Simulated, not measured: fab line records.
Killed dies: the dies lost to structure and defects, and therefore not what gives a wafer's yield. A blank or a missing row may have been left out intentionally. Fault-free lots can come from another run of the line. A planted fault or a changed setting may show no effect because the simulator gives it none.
Chamber matching :: flow n5 finfet :: rie diel-01 running N5_BEOL_M8_STRIP_19: 4 sister chambers
The step strips in O2. 18 wafers are shown with their chamber, then 9 later ones without.

WAFERS, EACH WITH ITS CHAMBER
wafer: L077.3
chamber: 0
drypump motor current A (A): 5.6
showerhead plenum p Torr (Torr): 1.99
throttle valve pct (%): 16.89

wafer: L077.5
chamber: 2
drypump motor current A (A): 5.0
showerhead plenum p Torr (Torr): 2.15
throttle valve pct (%): 17.07

wafer: L077.6
chamber: 3
drypump motor current A (A): 6.2
showerhead plenum p Torr (Torr): 2.19
throttle valve pct (%): 16.71

wafer: L080.2
chamber: 0
drypump motor current A (A): 5.6
showerhead plenum p Torr (Torr): 1.99
throttle valve pct (%): 16.90

wafer: L080.5
chamber: 0
drypump motor current A (A): 5.7
showerhead plenum p Torr (Torr): 1.99
throttle valve pct (%): 16.90

wafer: L080.6
chamber: 3
drypump motor current A (A): 6.2
showerhead plenum p Torr (Torr): 2.18
throttle valve pct (%): 16.71

wafer: L084.1
chamber: 1
drypump motor current A (A): 5.6
showerhead plenum p Torr (Torr): 2.20
throttle valve pct (%): 16.43

wafer: L084.2
chamber: 0
drypump motor current A (A): 5.7
showerhead plenum p Torr (Torr): 1.99
throttle valve pct (%): 16.91

wafer: L084.3
chamber: 3
drypump motor current A (A): 6.2
showerhead plenum p Torr (Torr): 2.18
throttle valve pct (%): 16.73

wafer: L084.4
chamber: 3
drypump motor current A (A): 6.2
showerhead plenum p Torr (Torr): 2.18
throttle valve pct (%): 16.72

wafer: L084.5
chamber: 0
drypump motor current A (A): 5.7
showerhead plenum p Torr (Torr): 1.99
throttle valve pct (%): 16.93

wafer: L084.6
chamber: 1
drypump motor current A (A): 5.6
showerhead plenum p Torr (Torr): 2.20
throttle valve pct (%): 16.45

wafer: L083.1
chamber: 3
drypump motor current A (A): 6.2
showerhead plenum p Torr (Torr): 2.18
throttle valve pct (%): 16.74

wafer: L083.2
chamber: 1
drypump motor current A (A): 5.6
showerhead plenum p Torr (Torr): 2.19
throttle valve pct (%): 16.45

wafer: L083.3
chamber: 0
drypump motor current A (A): 5.7
showerhead plenum p Torr (Torr): 1.98
throttle valve pct (%): 16.94

wafer: L083.4
chamber: 1
drypump motor current A (A): 5.6
showerhead plenum p Torr (Torr): 2.19
throttle valve pct (%): 16.45

wafer: L083.5
chamber: 0
drypump motor current A (A): 5.6
showerhead plenum p Torr (Torr): 1.98
throttle valve pct (%): 16.94

wafer: L083.6
chamber: 3
drypump motor current A (A): 6.2
showerhead plenum p Torr (Torr): 2.18
throttle valve pct (%): 16.73

SIGNATURES, as means of the wafers listed above
reading: drypump motor current A
chamber 0: 5.657
chamber 1: 5.600
chamber 2: 5.000
chamber 3: 6.200
scatter within a chamber: 0.035

reading: showerhead plenum p Torr
chamber 0: 1.9871
chamber 1: 2.1950
chamber 2: 2.1500
chamber 3: 2.1817
scatter within a chamber: 0.00483

reading: throttle valve pct
chamber 0: 16.9157
chamber 1: 16.4450
chamber 2: 17.0700
chamber 3: 16.7233
scatter within a chamber: 0.016
Rule: a wafer's distance from a chamber is the root of the sum, over the readings, of the square of ((its reading less the chamber's mean) divided by the reading's scatter). If the next closest chamber is less than 2 further off than the closest, the wafer can't be placed; otherwise it belongs to the closest. The scatter is the square root of a quotient: the sum, over the shown wafers, of each reading's squared deviation from its chamber's mean, divided by wafers minus chambers.

WAFERS WITHOUT THEIR CHAMBER
wafer: L086.3
drypump motor current A (A): 5.6
showerhead plenum p Torr (Torr): 1.98
throttle valve pct (%): 16.94

wafer: L086.4
drypump motor current A (A): 6.2
showerhead plenum p Torr (Torr): 2.18
throttle valve pct (%): 16.74

wafer: L086.5
drypump motor current A (A): 6.2
showerhead plenum p Torr (Torr): 2.18
throttle valve pct (%): 16.73

wafer: L095.1
drypump motor current A (A): 5.0
showerhead plenum p Torr (Torr): 2.14
throttle valve pct (%): 16.62

wafer: L095.2
drypump motor current A (A): 5.7
showerhead plenum p Torr (Torr): 1.98
throttle valve pct (%): 16.99

wafer: L095.3
drypump motor current A (A): 6.2
showerhead plenum p Torr (Torr): 2.18
throttle valve pct (%): 16.76

wafer: L097.1
drypump motor current A (A): 5.6
showerhead plenum p Torr (Torr): 1.97
throttle valve pct (%): 16.99

wafer: L097.3
drypump motor current A (A): 5.6
showerhead plenum p Torr (Torr): 2.18
throttle valve pct (%): 16.50

wafer: L097.6
drypump motor current A (A): 6.2
showerhead plenum p Torr (Torr): 2.17
throttle valve pct (%): 16.78

WHICH CHAMBER EACH WENT THROUGH
wafer: L086.3
from the rows above: 0
in truth: 0

wafer: L086.4
from the rows above: 3
in truth: 3

wafer: L086.5
from the rows above: 3
in truth: 3

wafer: L095.1
from the rows above: 1
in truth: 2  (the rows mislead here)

wafer: L095.2
from the rows above: 0
in truth: 0

wafer: L095.3
from the rows above: 3
in truth: 3

wafer: L097.1
from the rows above: 0
in truth: 0

wafer: L097.3
from the rows above: 1
in truth: 1

wafer: L097.6
from the rows above: 3
in truth: 3
Correctly placed: 8 of 9. Can't be placed from these rows: 0. Placed wrongly: 1.
